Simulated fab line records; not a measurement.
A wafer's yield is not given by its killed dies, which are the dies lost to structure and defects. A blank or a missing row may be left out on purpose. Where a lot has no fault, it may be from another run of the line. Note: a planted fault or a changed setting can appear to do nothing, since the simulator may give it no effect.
fab line records | flow n5Finfet
record lots=6 wafers=17 lastDay=18
route steps=1938 shown BEOL_M8@1392 BEOL_M9@1401 PASSIVATION@1936
lots that met no fault: from a run of the same line without faults
startH: the number of hours between the record's first day and the start of the first shown wafer of the lot | waitH: hours from the lot's prior step to this one | " as in the row above | L1.1+2: a single row standing in for several wafers | - no value, or no start given | * or withheld: withheld | < > ~ a bound
route shown NAME@n: a module of which the file shows steps, and the number in the route of the first | usual: mean/standard deviation taken from wafers without a fault | same: alike in all rows | chamber/n: place in a boat | sites: each site's reading | _std_site: the standard deviation of these | _edge_site: inner sites' mean taken away from outer sites' mean | radiusMm: for every site, how far away it sits from the centre of the wafer | mask NAME#n: copy n | behind: the last tool/chamber to shape the wafer | hold: cause of the lot's hold/its duration in hours/its outcome | device: the n, p or np transistor that did not switch | end of line: the same wafers' tests at the end of the route | a step given without rows: its recipe and nothing more | killed: dies lost to structure and defects at the first sort, not the wafer's yield | map: a wafer's dies, x killed, . not, _ none there
set.NAME: the setting that was run; set.NAME@STEP: the one run at that earlier step | model.NAME: the simulator's own value behind a step, which no gauge read
a table for each step, a row for each wafer; lots at some steps of the route
services: a tool's chamber out of use, with start hour (startH, from the record's first day; less than 0 if before it), hours out, and reason
## steps
# step N5_BEOL_M8_SPUTTER_48
# recipe material=Cu targetThkA=100 tempC=-20 biasV=60 powerW=26000 chamberPressurePa=0.13 timeS=1.667
# usual throttleValvePct=29.4/1.1
# columns lot.wafer tool chamber startH waitH throttleValvePct
L227.1 pvdSputter-01 - 251.41 0.1 30.5
L227.4 " - " " 29.9
L227.5 " - " " 29.9
L226.3 pvdSputter-02 - 252.65 0.1 28.0
L226.4 " - " " 30.1
L226.6 " - " " 31.0
L231.3 pvdSputter-01 - 267.27 0.9 29.3
L231.4 " - " " 30.0
L231.5 " - " " 29.5
L236.1 pvdSputter-03 - 295.54 1.6 30.2
L236.2 " - " " 28.9
L236.4 " - " " 27.5
L239.1 pvdSputter-03 - 311.46 0.3 27.4
L239.3 " - " " 30.3
L245.1 pvdSputter-02 - 354.92 0.1 30.4
L245.2 " - " " 28.0
L245.4 " - " " 30.8
# step N5_BEOL_M8_ECD_50
# recipe material=Cu targetThkA=3000
# step N5_BEOL_M8_ANNEAL_51
# recipe tempC=225 timeS=90 ambient=N2
# usual wafer_temp_C_max=226.5/0.33
# columns lot.wafer tool chamber startH waitH wafer_temp_C_max
L227.1 rtpAnneal-02 0 251.62 0.1 226.4
L227.4 " 0 " " 226.0
L227.5 " 0 " " 227.1
L226.3 rtpAnneal-02 0 253.15 0.3 226.5
L226.4 " 0 " " 226.5
L226.6 " 0 " " 226.6
L231.3 rtpAnneal-02 0 267.97 0.5 226.9
L231.4 " 0 " " 226.4
L231.5 " 0 " " 226.7
L236.1 rtpAnneal-02 0 295.75 0.1 226.6
L236.2 " 0 " " 227.3
L236.4 " 0 " " 226.0
L239.1 rtpAnneal-02 0 311.67 0.1 226.2
L239.3 " 0 " " 226.5
L245.1 rtpAnneal-02 0 355.24 0.2 226.2
L245.2 " 0 " " 226.8
L245.4 " 0 " " 226.5
# step N5_BEOL_M8_CMP_52
# recipe stopOn=SiCOH_lowk tOverpolishS=6.9 downForcePsi=1 platenRpm=50 clearingPlatenDownForcePsi=1.5 clearingPlatenRpm=50 postCmpClean=cuAlkaline targetThkNm=80 clearingPlatenPadVelocityMS=0.99484 padVelocityMS=0.99484
# step N5_BEOL_M8_THK_MEAS_53
# recipe thkMeasGauge=xrf reads=Cu_of_BEOL_M8_ECD_50
# usual M8_THK=80.8/2.2
# columns lot.wafer tool chamber startH waitH M8_THK[nm]
L227.1 filmMetro-02 - 252.21 - 81.4
L227.4 " - " " 81.4
L227.5 " - " " 81.1
L226.3 filmMetro-02 - 253.66 - 80.4
L226.4 " - " " 80.6
L226.6 " - " " 79.1
L231.3 filmMetro-01 - 268.48 - 80.4
L231.4 " - " " 77.9
L231.5 " - " " 81.9
L236.1 filmMetro-02 - 296.34 - 78.6
L236.2 " - " " 78.4
L236.4 " - " " 81.5
L239.1 filmMetro-01 - 312.27 - 78.7
L239.3 " - " " 80.7
L245.1 filmMetro-01 - 355.83 - 80.1
L245.2 " - " " 80.2
L245.4 " - " " 79.8
# step N5_BEOL_M8_PRE_CLEAN_55
# recipe gas=NH3 timeS=15 tempC=withheld rfPowerW=300
# step N5_BEOL_M8_DEP_56
# recipe material=SiCN targetThkA=100 tempC=withheld precursor=3MS/NH3 pressureTorr=3 rfW=202 timeS=17.5
# usual rfFwdPowerW=199.8/1 showerheadPlenumPTorr=3.670/0.016 throttleValvePct=8.9/0.36
# columns lot.wafer tool chamber startH waitH rfFwdPowerW showerheadPlenumPTorr sinceWetCleanH throttleValvePct
L227.1 pecvd-01 1 252.27 0.0 201.1 3.669 1862 8.9
L227.4 " 1 " " 200.6 3.671 - 9.0
L227.5 " 0 " " 199.8 3.662 - 9.2
L226.3 pecvd-04 1 253.73 0.0 199.4 3.672 1501 8.6
L226.4 " 1 " " 198.8 3.674 - 8.8
L226.6 " 0 " " 199.9 3.669 - 8.9
L231.3 pecvd-04 0 268.54 0.0 199.9 3.685 791 8.7
L231.4 " 2 " " 199.1 3.635 - 8.7
L231.5 " 0 " " 200.1 3.666 - 9.1
L236.1 pecvd-02 1 296.40 0.0 200.1 3.687 1725 9.3
L236.2 " 0 " " 199.9 3.682 1000 9.5
L236.4 " 0 " " 200.2 3.684 - 9.4
L239.1 pecvd-04 0 312.34 0.0 199.9 3.669 835 8.9
L239.3 " 1 " " 198.0 3.668 1560 8.6
L245.1 pecvd-01 0 355.89 0.0 200.7 3.669 1241 9.3
L245.2 " 1 " " 199.1 3.668 1966 8.8
L245.4 " 2 " " 199.9 3.636 - 8.9
# step N5_BEOL_M8_RS_MEAS_57
# recipe thkMeasGauge=four-point-probe reads=Cu_of_BEOL_M8_ECD_50+Co_of_BEOL_M8_CVD_78+TaN_of_BEOL_M8_ALD_77
# usual M8_RS=0.286/0.0087
# columns lot.wafer tool chamber startH waitH M8_RS[ohm/sq]
L227.1 filmMetro-02 - 252.34 0.1 0.283
L227.4 " - " " 0.284
L227.5 " - " " 0.286
L226.3 filmMetro-01 - 253.80 0.1 0.288
L226.4 " - " " 0.287
L226.6 " - " " 0.295
L231.3 filmMetro-02 - 268.61 0.1 0.286
L231.4 " - " " 0.297
L231.5 " - " " 0.280
L236.1 filmMetro-02 - 296.48 0.1 0.297
L236.2 " - " " 0.298
L236.4 " - " " 0.286
L239.1 filmMetro-02 - 312.40 0.1 0.294
L239.3 " - " " 0.284
L245.1 filmMetro-01 - 355.96 0.1 0.287
L245.2 " - " " 0.285
L245.4 " - " " 0.289
# step N5_BEOL_M8_INSPECT_58
# recipe inspectInstrument=darkfield mode=postDep
# usual rawDefectCount=77/25
# columns lot.wafer tool chamber startH waitH rawDefectCount
L227.1 defectInspect-01 - 252.37 0.0 120
L227.4 " - " " 55
L227.5 " - " " 67
L226.3 defectInspect-01 - 253.82 0.0 79
L226.4 " - " " 73
L226.6 " - " " 61
L231.3 defectInspect-02 - 268.64 0.0 87
L231.4 " - " " 89
L231.5 " - " " 93
L236.1 defectInspect-02 - 296.51 0.0 131
L236.2 " - " " 158
L236.4 " - " " 140
L239.1 defectInspect-01 - 312.43 0.0 68
L239.3 " - " " 123
L245.1 defectInspect-02 - 355.98 0.0 67
L245.2 " - " " 82
L245.4 " - " " 70
# step N5_BEOL_M9_ILD_DEP_00
# recipe material=SiCOH_lowk targetThkA=3085.1 tempC=300 precursor=DEMS/porogen pressureTorr=5 rfW=500 timeS=58
# step N5_BEOL_M9_CURE_71
# recipe tempC=385 timeS=240 ambient=He/Ar material=SiCOH_lowk
# step N5_BEOL_M9_THK_MEAS_01
# recipe reads=SiCOH_lowk_of_BEOL_M9_ILD_DEP_00
# usual M9_ILD_THK=268/3.3
# columns lot.wafer tool chamber startH waitH M9_ILD_THK[nm]
L227.1 filmMetro-02 - 253.01 0.4 266
L227.4 " - " " 270
L227.5 " - " " 268
L226.3 filmMetro-01 - 254.45 0.3 267
L226.4 " - " " 266
L226.6 " - " " 274
L231.3 filmMetro-01 - 269.75 0.5 266
L231.4 " - " " 274
L231.5 " - " " 270
L236.1 filmMetro-02 - 297.14 0.4 262
L236.2 " - " " 265
L236.4 " - " " 270
L239.1 filmMetro-01 - 313.06 0.4 264
L239.3 " - " " 264
L245.1 filmMetro-01 - 356.61 0.4 264
L245.2 " - " " 265
L245.4 " - " " 269
# step N5_BEOL_M9_PECVD_70
# recipe material=SiO2 targetThkA=200 tempC=400 precursor=TEOS/O2 pressureTorr=5.5 rfW=450 teosFlowSccm=53.8 gas=O2 flowSccm=3000 timeS=22.7
# usual heaterPowerW=721/100 rfFwdPowerW=445.3/1.6 showerheadPlenumPTorr=8.79/0.063 throttleValvePct=22.1/0.65
# columns lot.wafer tool chamber startH waitH heaterPowerW rfFwdPowerW showerheadPlenumPTorr sinceWetCleanH throttleValvePct model.SiO2_of_BEOL_M9_PECVD_70.thkNm
L227.1 pecvd-01 0 253.04 0.0 615 447.1 8.78 1138 23.0 19.2
L227.4 " 0 " " 631 448.8 8.79 - 22.9 19.8
L227.5 " 2 " " 587 444.8 8.69 - 22.0 20
L226.3 pecvd-01 1 254.48 0.0 874 445.2 8.86 1865 21.9 20
L226.4 " 1 " " 842 446.2 8.83 - 22.1 20.2
L226.6 " 0 " " 551 448.1 8.77 - 23.0 19.6
L231.3 pecvd-03 1 269.78 0.0 892 444.4 8.76 2061 21.9 19.8
L231.4 " 2 " " 655 444.8 8.73 - 21.5 19.8
L231.5 " 1 " " 878 444.9 8.78 - 21.9 20.2
L236.1 pecvd-03 1 297.17 0.0 787 443.5 8.78 2089 21.9 19.8
L236.2 " 0 " " 560 - 8.88 1364 23.1 18.6
L236.4 " 0 " " 551 444.6 8.87 - 22.9 20.4
L239.1 pecvd-03 1 313.10 0.0 775 443.6 8.76 2104 21.7 19.8
L239.3 " 2 " " 664 - 8.73 625 21.8 18
L245.1 pecvd-01 0 356.65 0.0 680 447.7 8.78 1242 22.9 19.8
L245.2 " 2 " " 693 447.1 8.71 541 22.4 20
L245.4 " 0 " " 675 445.9 8.78 - 22.9 19.8
# step N5_BEOL_M9_HM_DEP_02
# recipe material=TiN targetThkA=200 tempC=25 chamberPressurePa=0.49996
# usual throttleValvePct=29.4/1.1
# columns lot.wafer tool chamber startH waitH throttleValvePct
L227.1 pvdSputter-03 - 255.15 2.1 29.3
L227.4 " - " " 30.1
L227.5 " - " " 29.3
L226.3 pvdSputter-01 - 255.54 1.0 27.3
L226.4 " - " " 30.3
L226.6 " - " " 29.7
L231.3 pvdSputter-01 - 271.52 1.7 30.3
L231.4 " - " " 27.1
L231.5 " - " " 29.7
L236.1 pvdSputter-02 - 297.45 0.3 30.8
L236.2 " - " " 30.2
L236.4 " - " " 28.0
L239.1 pvdSputter-01 - 314.38 1.3 29.3
L239.3 " - " " 30.1
L245.1 pvdSputter-01 - 360.23 3.6 30.2
L245.2 " - " " 27.6
L245.4 " - " " 29.5
# step N5_BEOL_M9_COAT_59
# recipe resist=SOC tempC=250 timeS=60 spinRpm=1500 resistThkNm=100
# step N5_BEOL_M9_COAT_60
# recipe resist=SiARC tempC=220 timeS=60 spinRpm=1500 resistThkNm=30
# step N5_BEOL_M9_COAT_05
# recipe resist=CAR-ArF spinRpm=1500 resistThkNm=90
# step N5_BEOL_M9_EBR_07
# recipe solvent=PGMEA ebrWidthMm=1.5
# step N5_BEOL_M9_SOFTBAKE_06
# recipe tempC=110 timeS=60 resist=CAR-ArF
# step N5_BEOL_M9_EXPOSE_08
# recipe maskId=M9 na=1.35 sourceShape=dipole sigmaInner=0.411 sigmaOuter=0.611 polarization=te doseMj=53.75
# step N5_BEOL_M9_PEB_09
# recipe pebTempC=withheld pebTimeS=60 resist=CAR-ArF
# step N5_BEOL_M9_DEVELOP_10
# recipe developTimeS=30 developer=TMAH resist=CAR-ArF rinseLiquid=diw dry=airSpin devTempC=23
# step N5_BEOL_M9_CD_MEAS_11
# recipe targetCdNm=64.1 landingEnergyEv=500 detector=seInlens polarity=opening
# usual cdNm=64.1/0.44
# columns lot.wafer tool chamber startH waitH cdNm
L227.1 cdSem-03 0 255.64 - 64.4
L227.4 " 0 " " 63.5
L227.5 " 0 " " 64.3
L226.3 cdSem-01 0 255.92 - 64.6
L226.4 " 0 " " 64.4
L226.6 " 0 " " 63.8
L231.3 cdSem-01 0 272.02 - 64.4
L231.4 " 0 " " 64.3
L231.5 " 0 " " 63.9
L236.1 cdSem-03 0 297.95 - 64.2
L236.2 " 0 " " 64.1
L236.4 " 0 " " 63.3
L239.1 cdSem-03 0 314.88 - 64.6
L239.3 " 0 " " 64.5
L245.1 cdSem-01 0 360.73 - 63.6
L245.2 " 0 " " 64.2
L245.4 " 0 " " 64.3
# step N5_BEOL_M9_OVL_MEAS_12
# recipe pointsPerWafer=44
# usual M9_OVL=0.5/0.73
# columns lot.wafer tool chamber startH waitH M9_OVL[nm]
L227.1 overlay-01 0 255.67 0.0 0.9
L227.4 " 0 " " 0.6
L227.5 " 0 " " 1.0
L226.3 overlay-02 0 255.95 0.0 0.3
L226.4 " 0 " " 0.9
L226.6 " 0 " " 0.6
L231.3 overlay-01 0 272.04 0.0 0.1
L231.4 " 0 " " 0.0
L231.5 " 0 " " -0.7
L236.1 overlay-01 0 297.98 0.0 1.1
L236.2 " 0 " " 0.8
L236.4 " 0 " " -0.3
L239.1 overlay-02 0 314.91 0.0 2.1
L239.3 " 0 " " 1.5
L245.1 overlay-02 0 360.76 0.0 1.0
L245.2 " 0 " " 1.0
L245.4 " 0 " " 2.0
# step N5_BEOL_M9_INSPECT_13
# recipe mode=adi inspectInstrument=brightfield
# usual rawDefectCount=403/88
# columns lot.wafer tool chamber startH waitH rawDefectCount
L227.1 defectInspect-02 - 255.70 0.0 391
L227.4 " - " " 309
L227.5 " - " " 348
L226.3 defectInspect-02 - 255.97 0.0 454
L226.4 " - " " 307
L226.6 " - " " 689
L231.3 defectInspect-01 - 272.07 0.0 342
L231.4 " - " " 442
L231.5 " - " " 384
L236.1 defectInspect-02 - 298.01 0.0 526
L236.2 " - " " 661
L236.4 " - " " 575
L239.1 defectInspect-01 - 314.93 0.0 469
L239.3 " - " " 506
L245.1 defectInspect-02 - 360.78 0.0 347
L245.2 " - " " 452
L245.4 " - " " 408
# step N5_BEOL_M9_DESCUM_16
# recipe chemistry=O2 timeS=7.9 sourcePowerW=50 biasPowerW=20 pressureMtorr=20 rfFrequencyHz=2.712e+07 tempC=40 resist=CAR-ArF o2FlowSccm=225
# step N5_BEOL_M9_ETCH_61
# recipe chemistry=CF4 target=SiARC targetDepthA=390 maskMaterial=CAR-ArF timeS=65 ionEnergyEv=80 pressureMtorr=40 sourceW=545 biasW=36 Ar_flow_sccm=100 cf4FlowSccm=100 ends=cleared
# step N5_BEOL_M9_ETCH_62
# recipe chemistry=N2/H2 target=SOC targetDepthA=1100 overetchA=220 maskMaterial=SiARC tempC=40 timeS=165 ionEnergyEv=200 pressureMtorr=30 sourceW=840 biasW=150 n2FlowSccm=200 h2FlowSccm=200
# usual drypumpMotorCurrentA=5.42/0.29 h2FlowSccm=200.0/0.67 oesProductAu=0.68/0.08 rfFwdPowerW=837.0/2.8 rfVppV=524.5/1.9 showerheadPlenumPTorr=2.57/0.064 throttleValvePct=17.81/0.3
# columns lot.wafer tool chamber startH waitH drypumpMotorCurrentA h2FlowSccm oesProductAu rfFwdPowerW rfHoursCounterH rfVppV showerheadPlenumPTorr throttleValvePct
L227.1 rieDiel-06 3 255.82 0.0 5.29 199.7 0.60 837.5 190 524.2 2.53 18.09
L227.4 " 0 " " 5.09 200.6 0.61 839.5 175 528.0 2.66 17.93
L227.5 " 2 " " 5.92 199.5 0.62 833.5 - 524.0 2.54 18.49
L226.3 rieDiel-03 1 256.09 0.0 5.29 200.4 0.67 836.8 82 528.6 2.67 17.62
L226.4 " 0 " " 5.94 200.2 0.60 835.8 - 523.3 2.51 17.56
L226.6 " 3 " " 5.17 199.0 0.80 837.2 - 526.8 2.62 17.81
L231.3 rieDiel-03 1 272.27 0.0 5.33 200.0 0.67 841.0 88 528.0 2.66 17.63
L231.4 " 3 " " 5.16 200.7 0.79 836.7 7 524.4 2.62 17.80
L231.5 " 0 " " 5.96 200.2 0.60 834.9 - 524.4 2.50 17.56
L236.1 rieDiel-03 0 298.14 0.0 5.96 199.7 0.60 833.1 229 523.4 2.50 17.58
L236.2 " 3 " " 5.17 200.2 0.76 833.9 17 525.7 2.62 17.83
L236.4 " 2 " " 5.28 200.9 0.79 832.4 10 524.2 2.49 17.69
L239.1 rieDiel-05 2 315.09 0.0 5.70 199.1 0.74 838.4 41 525.2 2.59 17.68
L239.3 " 0 " " 5.02 201.0 0.77 838.4 30 525.4 2.62 17.91
L245.1 rieDiel-06 1 360.98 0.0 5.43 199.3 0.72 837.0 49 524.7 2.59 17.59
L245.2 " 3 " " 5.30 199.7 0.58 842.7 222 522.4 2.52 18.16
L245.4 " 2 " " 5.87 199.9 0.60 838.4 241 522.5 2.53 18.53
# step N5_BEOL_M9_STRIP_68
# recipe chemistry=N2/H2 tempC=40 n2FlowSccm=200 h2FlowSccm=200 rfFrequencyHz=6e+07
# step N5_BEOL_M9_STRIP_67
# recipe chemistry=CF4 resist=SiARC powerW=300 biasPowerW=75 pressureMtorr=50 cf4FlowSccm=150 rfFrequencyHz=6e+07
# step N5_BEOL_M9_HM_OPEN_17
# recipe chemistry=Cl2/BCl3 targetDepthA=200 overetchA=60 target=TiN maskMaterial=SOC ionEnergyEv=150 pressureMtorr=10 icpW=1000 biasW=126 Cl2_flow_sccm=53.25 bcl3FlowSccm=21.75 Ar_flow_sccm=25
# step N5_BEOL_M9_STRIP_19
# recipe chemistry=O2 powerW=400 tempC=40 pressureMtorr=30 rfFrequencyHz=6e+07 biasPowerW=0 overashFraction=0.2 o2FlowSccm=225
# step N5_BEOL_M9_CD_MEAS_18
# recipe pitchNm=140 targetCdNm=70
# usual cdNm=70.0/0.54
# columns lot.wafer tool chamber startH waitH cdNm
L227.1 cdSem-03 - 256.28 0.0 69.6
L227.4 " - " " 68.9
L227.5 " - " " 69.7
L226.3 cdSem-01 - 256.56 0.1 70.5
L226.4 " - " " 69.9
L226.6 " - " " 70.2
L231.3 cdSem-03 - 272.69 0.1 70.9
L231.4 " - " " 70.7
L231.5 " - " " 70.1
L236.1 cdSem-03 - 298.60 0.0 69.9
L236.2 " - " " 70.0
L236.4 " - " " 69.6
L239.1 cdSem-02 - 315.46 0.1 69.4
L239.3 " - " " 70.4
L245.1 cdSem-01 - 361.35 0.0 69.8
L245.2 " - " " 69.3
L245.4 " - " " 69.5
# step N5_BEOL_M9_COAT_63
# recipe resist=SOC tempC=250 timeS=60 spinRpm=1500 resistThkNm=60
# step N5_BEOL_M9_COAT_64
# recipe resist=SiARC tempC=220 timeS=60 spinRpm=1500 resistThkNm=12
# step N5_BEOL_M9_COAT_75
# recipe resist=underlayer tempC=205 timeS=60 spinRpm=1500 resistThkNm=5
# step N5_BEOL_M9_COAT_22
# recipe resist=CAR-EUV spinRpm=1500 resistThkNm=30
# step N5_BEOL_M9_EBR_24
# recipe solvent=PGMEA ebrWidthMm=1.5
# step N5_BEOL_M9_SOFTBAKE_23
# recipe tempC=110 timeS=60 resist=CAR-EUV
# step N5_BEOL_M9_EXPOSE_25
# recipe maskId=V8 na=0.33 sourceShape=annular sigmaInner=0.4 sigmaOuter=0.8 polarization=unpolarized doseMj=37.25
# step N5_BEOL_M9_PEB_26
# recipe pebTempC=100 pebTimeS=60 resist=CAR-EUV
# step N5_BEOL_M9_DEVELOP_27
# recipe developTimeS=30 developer=TMAH resist=CAR-EUV rinseLiquid=surfactantRinse dry=airSpin devTempC=23
# step N5_BEOL_M9_HM_STRIP_39
# recipe chemistry=peroxideTinStrip material=TiN targetDepthA=250 tempC=50 timeS=158
# columns lot.wafer tool chamber startH waitH model.SiO2_of_BEOL_M9_PECVD_70.thkNm
L227.1 wetBench-05 5 257.19 0.0 19
L227.4 " 3 " " 19.6
L227.5 " 6 " " 20
L226.3+4 wetBench-03 0,7 257.86 0.0 20
L226.6 " 1 " " 19.6
L231.3+4 wetBench-05 7,0 274.87 0.0 19.6
L231.5 " 1 " " 20
L236.1 wetBench-02 2 300.04 0.0 19.8
L236.2 " 0 " " 18.4
L236.4 " 3 " " 20.2
L239.1 wetBench-02 7 316.38 0.0 19.6
L239.3 " 1 " " 17.8
L245.1+4 wetBench-02 2,7 362.40 0.0 19.6
L245.2 " 5 " " 19.8
# step N5_PASSIVATION_PROBE_49
# usual defectLimitedYield=91.3/1.4 killed_at_M0_to_M3=36/11 killed_at_M4_up=13/5.2 killedAtContacts=13/6.5 killedAtFrontEnd=37/11 killedAtOther=3.6/2.9 killedDies=103/17 killedOpen=68/12 killedShort=33/7.3 sort_bin_5_function=5.2/0.91 sort_bin_6_memory=3.2/0.67 sortNPass=1077/17 sortYieldPct=91.3/1.4
# same grossDies=1180 killedAtBackSide=0 sort_bin_4_leakage[%]=0 sort_bin_8_speed[%]=0
# columns lot.wafer tool chamber startH waitH defectLimitedYield[%] killed_at_M0_to_M3 killed_at_M4_up killedAtContacts killedAtFrontEnd killedAtOther killedDies killedOpen killedShort sort_bin_5_function[%] sort_bin_6_memory[%] sortNPass sortYieldPct[%]
L239.1 prober-01 - 378.28 0.0 94.8 20 5 4 29 3 61 43 17 3.2 1.9 1119 94.8
# killed by level:class
L239.1 BEOL_M1:geometricParticle:open=8 FIN_SAQP:geometricParticle:open=6 STI_FIN_REVEAL:geometricParticle:open=5 DUMMY_GATE:geometricParticle:open=5 BEOL_M0_SAQP:geometricParticle:open=4 FIN_SAQP:geometricParticle:short=3 BEOL_M1:geometricParticle:short=3 BEOL_M3:geometricParticle:open=3
## services
# columns tool chamber startH hours kind
pecvd-01 2 232.52 6.1 repair
pvdSputter-02 - 239.55 2.6 repair
rieDiel-03 2 249.30 - clean
rieDiel-03 2 249.30 - consumableReplace:focusRing
rieDiel-03 2 249.30 16.8 scheduledDown
rieDiel-03 2 249.30 16.8 ventCycle
rieDiel-03 - 252.99 2.8 pm
rieDiel-03 3 257.10 10.3 repair
pecvd-01 - 261.97 1.2 repair
wetBench-02 - 266.45 4.4 pm
pecvd-04 1 274.60 19.2 repair
rieDiel-03 0 275.51 4.4 repair
rieDiel-03 - 281.98 0.1 repair
rieDiel-06 0 287.29 12.3 repair
wetBench-03 - 291.96 0.5 repair
rieDiel-05 2 295.07 17.0 repair
pvdSputter-01 - 306.96 5.3 repair
pecvd-04 - 312.91 0.8 repair
rieDiel-05 2 316.07 4.0 repair
wetBench-05 - 316.29 1.6 repair
rieDiel-03 3 317.28 3.7 repair
pecvd-01 0 319.29 2.1 scheduledDown
pecvd-03 1 341.80 5.4 repair
pvdSputter-01 - 347.23 7.8 repair
## key
firstSign none at tools or gauges
modelEffect step=N5_BEOL_M9_PECVD_70 value=SiO2_of_BEOL_M9_PECVD_70.thkNm without=19.7 struck=18.3
modelEffect step=N5_BEOL_M9_HM_STRIP_39 value=SiO2_of_BEOL_M9_PECVD_70.thkNm without=19.5 struck=18.1
metAt N5_BEOL_M9_PECVD_70
struckWafers L236.2,L239.3
onsetBetween 269.78 297.17
fault kind=processParameterDrift tool=pecvd-03 chamber=- onsetH=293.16 steps=N5_BEOL_M9_PECVD_70 channel=timeS offset=* shape=step endH=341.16 scope=struckWafersOnly actsIn=* stated=*
